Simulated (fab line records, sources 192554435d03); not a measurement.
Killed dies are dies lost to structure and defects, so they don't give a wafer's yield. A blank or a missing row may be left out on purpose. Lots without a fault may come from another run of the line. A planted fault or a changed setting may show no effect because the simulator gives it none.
Which tool did it? | flow n5_finfet | 24 lots, 72 wafers sampled, at 6 steps of a route of 1938

WHAT THE GAUGES READ, wafer by wafer
N5_BEOL_M15_CD_MEAS_10: target cd 360 nm. Usual: cd_nm 361.6 nm, standard deviation 1.5.
lot  | measured     | on        | cd_nm (nm)        | flag
L074 | day 13 01:24 | cd_sem-02 | 359.6 360.9 360.6 |
L076 | day 13 14:31 | cd_sem-01 | 360.7 360.8 359.6 |
L077 | day 14 08:34 | cd_sem-01 | 357.7 363.0 359.5 |
L075 | day 14 08:51 | cd_sem-02 | 363.3 360.0 362.8 |
L078 | day 14 17:10 | cd_sem-03 | 363.4 359.2 361.4 |
L079 | day 14 20:54 | cd_sem-01 | 359.9 362.3 359.8 |
L080 | day 15 06:35 | cd_sem-03 | 361.3 361.7 360.0 |
L081 | day 15 14:21 | cd_sem-03 | 361.5 363.8 360.5 |
L084 | day 15 17:52 | cd_sem-01 | 362.6 362.0 360.6 |
L082 | day 15 23:33 | cd_sem-03 | 361.9 361.8 362.9 |
L083 | day 15 23:52 | cd_sem-01 | 363.3 360.0 362.7 |
L087 | day 16 12:01 | cd_sem-01 | 363.8 361.7 363.4 |
L085 | day 16 17:59 | cd_sem-02 | 362.7 366.1 364.8 |
L086 | day 17 09:15 | cd_sem-02 | 360.1 360.2 361.4 |
L090 | day 17 15:33 | cd_sem-01 | 359.4 361.3 364.4 |
L089 | day 17 21:32 | cd_sem-02 | 361.7 361.8 359.5 |
L088 | day 17 23:26 | cd_sem-02 | 362.8 361.5 362.7 |
L092 | day 18 07:42 | cd_sem-01 | 360.8 360.9 360.4 |
L091 | day 18 12:03 | cd_sem-01 | 361.8 359.3 361.9 |
L093 | day 18 18:19 | cd_sem-03 | 362.7 360.1 361.5 |
L095 | day 19 01:08 | cd_sem-01 | 361.1 359.8 361.8 |
L094 | day 19 04:46 | cd_sem-03 | 362.8 360.8 360.3 |
L096 | day 19 08:26 | cd_sem-01 | 362.7 361.9 363.0 |
L097 | day 19 10:36 | cd_sem-01 | 361.4 361.2 358.8 |

N5_BEOL_M15_INSPECT_30: inspects for defects (macro). Usual: raw_defect_count 1.9, standard deviation 1.3.
lot  | measured     | on                | raw_defect_count | flag
L074 | day 13 03:02 | defect_inspect-02 | 2 3 2            |
L076 | day 13 16:24 | defect_inspect-02 | 1 2 0            |
L077 | day 14 10:15 | defect_inspect-01 | 1 2 1            |
L075 | day 14 10:38 | defect_inspect-02 | 1 4 0            |
L078 | day 14 18:48 | defect_inspect-02 | 3 4 2            |
L079 | day 14 22:32 | defect_inspect-02 | 2 2 1            |
L080 | day 15 08:13 | defect_inspect-02 | 3 0 1            |
L081 | day 15 15:52 | defect_inspect-02 | 1 1 1            |
L084 | day 15 19:22 | defect_inspect-01 | 0 0 2            |
L082 | day 16 01:13 | defect_inspect-01 | 1 2 1            |
L083 | day 16 01:59 | defect_inspect-01 | 3 2 3            |
L087 | day 16 13:39 | defect_inspect-02 | 2 1 2            |
L085 | day 16 19:51 | defect_inspect-02 | 3 2 1            |
L086 | day 17 10:53 | defect_inspect-01 | 3 1 1            |
L090 | day 17 17:11 | defect_inspect-02 | 0 1 1            |
L089 | day 17 23:02 | defect_inspect-01 | 0 3 0            |
L088 | day 18 01:09 | defect_inspect-02 | 1 1 4            |
L092 | day 18 09:13 | defect_inspect-01 | 2 1 2            |
L091 | day 18 13:41 | defect_inspect-01 | 1 3 1            |
L093 | day 18 19:58 | defect_inspect-01 | 4 1 3            |
L095 | day 19 02:55 | defect_inspect-01 | 0 2 1            |
L094 | day 19 06:17 | defect_inspect-02 | 1 4 2            |
L096 | day 19 10:04 | defect_inspect-01 | 2 3 2            |
L097 | day 19 12:07 | defect_inspect-01 | 1 2 1            |

WHICH TOOL RAN EACH LOT (tool, then ch and the chambers of the sampled wafers, then the start)
lot  | N5_BEOL_M14_DESCUM_33              | N5_BEOL_M14_STRIP_37               | N5_BEOL_M14_SPUTTER_43       | N5_BEOL_M14_SPUTTER_44
L074 | rie_diel-01 ch 0,2, day 12 22:11   | rie_diel-03 ch 1,2, day 12 22:54   | pvd_sputter-02, day 12 23:35 | pvd_sputter-02, day 12 23:40
L076 | rie_diel-04 ch 0,1,3, day 13 10:38 | rie_diel-04 ch 0,3, day 13 12:11   | pvd_sputter-03, day 13 12:35 | pvd_sputter-03, day 13 12:40
L077 | rie_diel-04 ch 0,1,3, day 14 03:52 | rie_diel-03 ch 1,2, day 14 06:09   | pvd_sputter-02, day 14 06:46 | pvd_sputter-02, day 14 06:51
L075 | rie_diel-03 ch 0,1,2, day 14 04:18 | rie_diel-01 ch 0,1,3, day 14 06:17 | pvd_sputter-01, day 14 06:58 | pvd_sputter-01, day 14 07:03
L078 | rie_diel-03 ch 1,2, day 14 13:58   | rie_diel-01 ch 0,1,3, day 14 14:52 | pvd_sputter-01, day 14 15:22 | pvd_sputter-01, day 14 15:26
L079 | rie_diel-01 ch 0,3, day 14 15:24   | rie_diel-03 ch 0,2,3, day 14 18:31 | pvd_sputter-01, day 14 19:06 | pvd_sputter-01, day 14 19:11
L080 | rie_diel-04 ch 0,1,3, day 15 00:19 | rie_diel-03 ch 0,2,3, day 15 03:50 | pvd_sputter-03, day 15 04:27 | pvd_sputter-03, day 15 04:32
L081 | rie_diel-04 ch 0,2,3, day 15 10:21 | rie_diel-04 ch 0,2,3, day 15 11:51 | pvd_sputter-01, day 15 12:25 | pvd_sputter-01, day 15 12:30
L084 | rie_diel-03 ch 1,2, day 15 14:42   | rie_diel-03 ch 0,3, day 15 15:21   | pvd_sputter-01, day 15 16:01 | pvd_sputter-01, day 15 16:06
L082 | rie_diel-03 ch 1,3, day 15 16:17   | rie_diel-01 ch 0,1,3, day 15 21:06 | pvd_sputter-01, day 15 21:43 | pvd_sputter-01, day 15 21:48
L083 | rie_diel-04 ch 1,3, day 15 19:19   | rie_diel-03 ch 0,1,3, day 15 21:18 | pvd_sputter-03, day 15 21:50 | pvd_sputter-03, day 15 21:55
L087 | rie_diel-03 ch 0,1,2, day 16 06:05 | rie_diel-04 ch 2,3, day 16 09:13   | pvd_sputter-01, day 16 09:55 | pvd_sputter-01, day 16 10:00
L085 | rie_diel-03 ch 0,1,2, day 16 13:00 | rie_diel-04 ch 1,2,3, day 16 15:23 | pvd_sputter-03, day 16 15:56 | pvd_sputter-03, day 16 16:01
L086 | rie_diel-01 ch 0,2,3, day 17 03:02 | rie_diel-01 ch 0,2,3, day 17 06:46 | pvd_sputter-02, day 17 07:26 | pvd_sputter-02, day 17 07:31
L090 | rie_diel-01 ch 0,2,3, day 17 11:07 | rie_diel-03 ch 0,2, day 17 12:40   | pvd_sputter-03, day 17 13:35 | pvd_sputter-03, day 17 13:40
L089 | rie_diel-01 ch 0,2,3, day 17 17:23 | rie_diel-04 ch 0,1,3, day 17 18:04 | pvd_sputter-03, day 17 19:29 | pvd_sputter-03, day 17 19:34
L088 | rie_diel-03 ch 0,3, day 17 19:25   | rie_diel-01 ch 0,3, day 17 20:50   | pvd_sputter-03, day 17 21:31 | pvd_sputter-03, day 17 21:35
L092 | rie_diel-04 ch 1,2,3, day 18 04:07 | rie_diel-04 ch 0,1,2, day 18 05:11 | pvd_sputter-01, day 18 05:53 | pvd_sputter-01, day 18 05:58
L091 | rie_diel-04 ch 0,2,3, day 18 06:15 | rie_diel-04 ch 1,3, day 18 09:19   | pvd_sputter-02, day 18 10:06 | pvd_sputter-02, day 18 10:11
L093 | rie_diel-01 ch 0,2,3, day 18 12:17 | rie_diel-03 ch 2,3, day 18 15:15   | pvd_sputter-02, day 18 16:23 | pvd_sputter-02, day 18 16:28
L095 | rie_diel-04 ch 2,3, day 18 20:02   | rie_diel-03 ch 0,1,3, day 18 22:20 | pvd_sputter-01, day 18 22:55 | pvd_sputter-01, day 18 23:00
L094 | rie_diel-03 ch 1,3, day 19 01:22   | rie_diel-04 ch 0,1,3, day 19 02:24 | pvd_sputter-03, day 19 02:57 | pvd_sputter-03, day 19 03:02
L096 | rie_diel-03 ch 2,3, day 19 02:57   | rie_diel-03 ch 0,2,3, day 19 04:28 | pvd_sputter-03, day 19 06:37 | pvd_sputter-03, day 19 06:41
L097 | rie_diel-03 ch 0,2, day 19 06:52   | rie_diel-03 ch 0,3, day 19 07:47   | pvd_sputter-03, day 19 08:47 | pvd_sputter-03, day 19 08:52
- N5_BEOL_M14_DESCUM_33: chemistry O2, time 7.9 s.
- N5_BEOL_M14_STRIP_37: strips in O2.
- N5_BEOL_M14_SPUTTER_43: material TaN, target thk 15 nm, time 24.19 s.
- N5_BEOL_M14_SPUTTER_44: material Ta, target thk 15 nm, time 24.19 s.

WHAT THE TOOLS THEMSELVES READ (means of the sampled wafers that have a number; where no wafer has one, the mark that the record gives instead)
N5_BEOL_M14_DESCUM_33. Usual: drypump_motor_current_A 5.8 A, standard deviation 0.5; oes_product_au 0.81 a.u., standard deviation 0.086; rf_vpp_V 243.3 V, standard deviation 1.6; showerhead_plenum_p_Torr 2.11 Torr, standard deviation 0.085; throttle_valve_pct 20.4 %, standard deviation 0.35.
lot  | tool        | drypump_motor_current_A (A) | oes_product_au (a.u.) | rf_vpp_V (V) | showerhead_plenum_p_Torr (Torr) | throttle_valve_pct (%) | flag
L074 | rie_diel-01 | 6.4                         | 0.70                  | 243.5        | 2.10                            | 20.8                   |
L076 | rie_diel-04 | 5.9                         | 0.82                  | 244.4        | 2.15                            | 20.3                   |
L077 | rie_diel-04 | 5.9                         | 0.80                  | 244.0        | 2.15                            | 20.4                   |
L075 | rie_diel-03 | 5.4                         | 0.84                  | 243.9        | 2.12                            | 20.2                   |
L078 | rie_diel-03 | 5.2                         | 0.82                  | 242.3        | 2.09                            | 20.1                   |
L079 | rie_diel-01 | 6.1                         | 0.80                  | 243.1        | 2.07                            | 20.3                   |
L080 | rie_diel-04 | 5.9                         | 0.79                  | 243.2        | 2.14                            | 20.4                   |
L081 | rie_diel-04 | 5.6                         | 0.74                  | 243.1        | 2.10                            | 20.6                   |
L084 | rie_diel-03 | 5.3                         | 0.75                  | 241.8        | 2.04                            | 20.2                   |
L082 | rie_diel-03 | 5.6                         | 0.87                  | 243.6        | 2.13                            | 20.1                   |
L083 | rie_diel-04 | 6.0                         | 0.83                  | 244.2        | 2.15                            | 20.1                   |
L087 | rie_diel-03 | 5.3                         | 0.81                  | 243.9        | 2.12                            | 20.2                   |
L085 | rie_diel-03 | 5.4                         | 0.81                  | 243.4        | 2.12                            | 20.2                   |
L086 | rie_diel-01 | 6.3                         | 0.83                  | 242.7        | 2.05                            | 20.6                   |
L090 | rie_diel-01 | 6.3                         | 0.82                  | 242.2        | 2.05                            | 20.5                   |
L089 | rie_diel-01 | 6.3                         | 0.82                  | 242.4        | 2.05                            | 20.6                   |
L088 | rie_diel-03 | 5.9                         | 0.88                  | 245.2        | 2.20                            | 20.2                   |
L092 | rie_diel-04 | 5.7                         | 0.85                  | 244.2        | 2.19                            | 20.3                   |
L091 | rie_diel-04 | 5.6                         | 0.81                  | 244.6        | 2.18                            | 20.5                   |
L093 | rie_diel-01 | 6.3                         | 0.81                  | 242.7        | 2.05                            | 20.6                   |
L095 | rie_diel-04 | 5.3                         | 0.86                  | 245.4        | 2.22                            | 20.2                   |
L094 | rie_diel-03 | 5.6                         | 0.84                  | 243.7        | 2.12                            | 20.1                   |
L096 | rie_diel-03 | 6.1                         | 0.80                  | 242.9        | 2.08                            | 20.2                   |
L097 | rie_diel-03 | 5.4                         | 0.75                  | 242.5        | 2.07                            | 20.3                   |

N5_BEOL_M14_STRIP_37. Usual: drypump_motor_current_A 5.8 A, standard deviation 0.5; oes_product_au 0.81 a.u., standard deviation 0.092; rf_vpp_V 3.6 V, standard deviation 0.88; showerhead_plenum_p_Torr 2.12 Torr, standard deviation 0.084; throttle_valve_pct 16.6 %, standard deviation 0.32.
lot  | tool        | drypump_motor_current_A (A) | oes_product_au (a.u.) | rf_vpp_V (V) | showerhead_plenum_p_Torr (Torr) | throttle_valve_pct (%) | flag
L074 | rie_diel-03 | 5.2                         | 0.84                  | 3.7          | 2.10                            | 16.4                   |
L076 | rie_diel-04 | 5.7                         | 0.77                  | 3.7          | 2.14                            | 16.9                   |
L077 | rie_diel-03 | 5.2                         | 0.82                  | 2.9          | 2.10                            | 16.4                   |
L075 | rie_diel-01 | 6.1                         | 0.79                  | 4.0          | 2.07                            | 16.7                   |
L078 | rie_diel-01 | 6.1                         | 0.79                  | 3.1          | 2.07                            | 16.7                   |
L079 | rie_diel-03 | 5.8                         | 0.86                  | 3.5          | 2.13                            | 16.4                   |
L080 | rie_diel-03 | 5.7                         | 0.85                  | 3.9          | 2.13                            | 16.4                   |
L081 | rie_diel-04 | 5.6                         | 0.75                  | 3.2          | 2.11                            | 16.9                   |
L084 | rie_diel-03 | 5.9                         | 0.92                  | 4.2          | 2.21                            | 16.4                   |
L082 | rie_diel-01 | 6.0                         | 0.90                  | 3.1          | 2.07                            | 16.5                   |
L083 | rie_diel-03 | 5.8                         | 0.89                  | 3.9          | 2.17                            | 16.3                   |
L087 | rie_diel-04 | 5.3                         | 0.90                  | 3.1          | 2.24                            | 16.4                   |
L085 | rie_diel-04 | 5.7                         | 0.87                  | 2.6          | 2.20                            | 16.5                   |
L086 | rie_diel-01 | 6.3                         | 0.83                  | 3.6          | 2.05                            | 16.8                   |
L090 | rie_diel-03 | 5.6                         | 0.82                  | 3.2          | 2.16                            | 16.5                   |
L089 | rie_diel-04 | 5.9                         | 0.77                  | 4.6          | 2.14                            | 16.7                   |
L088 | rie_diel-01 | 6.1                         | 0.87                  | 3.7          | 2.06                            | 16.5                   |
L092 | rie_diel-04 | 6.0                         | 0.80                  | 4.3          | 2.15                            | 16.8                   |
L091 | rie_diel-04 | 5.6                         | 0.81                  | 3.3          | 2.18                            | 16.4                   |
L093 | rie_diel-03 | 5.7                         | 0.75                  | 3.9          | 2.05                            | 16.5                   |
L095 | rie_diel-03 | 5.8                         | 0.85                  | 3.1          | 2.16                            | 16.4                   |
L094 | rie_diel-04 | 5.9                         | 0.76                  | 3.4          | 2.14                            | 16.7                   |
L096 | rie_diel-03 | 5.8                         | 0.81                  | 3.7          | 2.12                            | 16.5                   |
L097 | rie_diel-03 | 6.2                         | 0.86                  | 3.9          | 2.17                            | 16.3                   |

N5_BEOL_M14_SPUTTER_43. Usual: cathode_dc_power_W 15000 W, standard deviation 2.6; substrate_temp_c 50.01 C, standard deviation 0.11; throttle_valve_pct 29.8 %, standard deviation 1.1.
lot  | tool           | cathode_dc_power_W (W) | substrate_temp_c (C) | throttle_valve_pct (%) | flag
L074 | pvd_sputter-02 | 14996                  | 50.00                | 31.0                   |
L076 | pvd_sputter-03 | 15000                  | 50.15                | 29.1                   |
L077 | pvd_sputter-02 | 14999                  | 50.05                | 30.0                   |
L075 | pvd_sputter-01 | 14998                  | 49.95                | 29.9                   |
L078 | pvd_sputter-01 | 14997                  | 50.02                | 30.1                   |
L079 | pvd_sputter-01 | 15000                  | 50.05                | 29.5                   |
L080 | pvd_sputter-03 | 14999                  | 50.01                | 29.5                   |
L081 | pvd_sputter-01 | 14998                  | 50.05                | 29.5                   |
L084 | pvd_sputter-01 | 15001                  | 49.97                | 29.2                   |
L082 | pvd_sputter-01 | 14997                  | 49.99                | 28.6                   |
L083 | pvd_sputter-03 | 14999                  | 49.96                | 29.3                   |
L087 | pvd_sputter-01 | 14999                  | 50.03                | 28.7                   |
L085 | pvd_sputter-03 | 14998                  | 49.97                | 29.5                   |
L086 | pvd_sputter-02 | 15001                  | 49.93                | 29.8                   |
L090 | pvd_sputter-03 | 15000                  | 49.95                | 29.2                   |
L089 | pvd_sputter-03 | 15000                  | 50.00                | 30.0                   |
L088 | pvd_sputter-03 | 15003                  | 50.08                | 29.2                   |
L092 | pvd_sputter-01 | 15001                  | 50.01                | 29.7                   |
L091 | pvd_sputter-02 | 14997                  | 49.98                | 31.0                   |
L093 | pvd_sputter-02 | 15001                  | 49.98                | 30.5                   |
L095 | pvd_sputter-01 | 15001                  | 50.04                | 29.1                   |
L094 | pvd_sputter-03 | 14997                  | 49.94                | 29.9                   |
L096 | pvd_sputter-03 | 15000                  | 50.08                | 30.1                   |
L097 | pvd_sputter-03 | 15002                  | 49.97                | 29.4                   |

N5_BEOL_M14_SPUTTER_44. Usual: cathode_dc_power_W 15000 W, standard deviation 2.8; substrate_temp_c 50.00 C, standard deviation 0.11; throttle_valve_pct 29.8 %, standard deviation 1.1.
lot  | tool           | cathode_dc_power_W (W) | substrate_temp_c (C) | throttle_valve_pct (%) | flag
L074 | pvd_sputter-02 | 15001                  | 50.03                | 31.1                   |
L076 | pvd_sputter-03 | 15001                  | 49.95                | 29.1                   |
L077 | pvd_sputter-02 | 14999                  | 50.05                | 29.8                   |
L075 | pvd_sputter-01 | 14999                  | 49.92                | 30.0                   |
L078 | pvd_sputter-01 | 14997                  | 50.09                | 30.2                   |
L079 | pvd_sputter-01 | 15000                  | 49.88                | 29.6                   |
L080 | pvd_sputter-03 | 15002                  | 50.00                | 29.4                   |
L081 | pvd_sputter-01 | 15000                  | 50.11                | 29.4                   |
L084 | pvd_sputter-01 | 15001                  | 50.01                | 29.2                   |
L082 | pvd_sputter-01 | 14999                  | 50.03                | 28.9                   |
L083 | pvd_sputter-03 | 15002                  | 49.97                | 29.5                   |
L087 | pvd_sputter-01 | 15001                  | 50.05                | 28.7                   |
L085 | pvd_sputter-03 | 14998                  | 50.03                | 29.4                   |
L086 | pvd_sputter-02 | 15000                  | 49.93                | 29.9                   |
L090 | pvd_sputter-03 | 15000                  | 49.99                | 29.4                   |
L089 | pvd_sputter-03 | 15002                  | 50.00                | 30.1                   |
L088 | pvd_sputter-03 | 14999                  | 50.02                | 29.2                   |
L092 | pvd_sputter-01 | 15000                  | 49.97                | 29.7                   |
L091 | pvd_sputter-02 | 14998                  | 50.08                | 31.0                   |
L093 | pvd_sputter-02 | 15000                  | 49.86                | 30.7                   |
L095 | pvd_sputter-01 | 15002                  | 50.05                | 29.1                   |
L094 | pvd_sputter-03 | 14999                  | 49.91                | 30.0                   |
L096 | pvd_sputter-03 | 14998                  | 50.07                | 30.0                   |
L097 | pvd_sputter-03 | 15002                  | 49.92                | 29.3                   |

THE ANSWER, worked out from the rows above alone
Rule: a lot is off if the mean of its wafers that have a number lies more than 3 standard deviations from the usual mean. A lot without any number at a reading at which 4 lots or more have one is off too. The other lots that the step has rows for count as sound. The gauges are gone through in route order, then the tools' own readings, and for those a lot's mean is taken as printed above. The first step at which some lot is off is used, and at that step the reading that is off furthest; a lot without a number counts as furthest.
No lot is off at any reading shown: from this, nothing can be told.

WHAT THE SIMULATOR HAD PUT IN
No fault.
